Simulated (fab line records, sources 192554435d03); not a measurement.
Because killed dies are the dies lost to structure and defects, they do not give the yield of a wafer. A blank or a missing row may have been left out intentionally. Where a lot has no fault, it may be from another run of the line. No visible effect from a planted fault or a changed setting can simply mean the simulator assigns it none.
What tool caused it? -- flow n5 finfet -- 12 lots (36 wafers sampled), 1 step of a 1938-step route

## WHAT EACH GAUGE READ, for each wafer
N5_BEOL_M4_OVL_MEAS_29.
lot,measured,on,V3_OVL (nm)
L077,day 8 06:43,overlay-01,-0.7 1.0 0.0
L075,day 8 18:28,overlay-02,-0.6 -0.3 0.2
L080,day 8 22:27,overlay-01,-1.7 -1.6 -1.5
L081,day 9 00:02,overlay-02,-0.5 0.0 -0.8
L083,day 9 23:58,overlay-02,0.0 -0.2 -0.4
L086,day 10 19:27,overlay-01,-0.8 -0.4 0.4
L087,day 10 23:27,overlay-01,-1.2 0.1 -0.2
L090,day 11 04:08,overlay-01,-0.7 -1.1 -0.3
L091,day 11 18:18,overlay-01,-1.8 -0.5 -1.7
L093,day 12 15:22,overlay-01,-0.2 0.1 -1.6
L095,day 12 19:53,overlay-01,-1.4 -0.2 -0.1
L097,day 13 16:45,overlay-02,-0.3 0.5 0.0

## WHICH TOOL RAN EACH LOT (tool, then ch and the chambers of the sampled wafers, then the start)
Record: no process step prior to these readings.

## THE ANSWER, worked out from the rows above alone
Rule: what is usual is taken from the lots themselves. The widest of any qualifying gaps counts: lots, ordered by their means at a reading, are off when they make up no more than a third of the lots, leave a main group of 4 or more, and stand apart from it by 3 or more times the standard deviation of that group's means. A main group whose means are all the same, to the digits that the tables above print for the reading, isn't used. Also off: a lot with no number at a reading for which 4 or more lots have one. Any other lot the step has rows for is counted as sound.
None of the lots is off at any reading shown; this tells nothing.

## WHAT HAD BEEN PUT IN BY THE SIMULATOR
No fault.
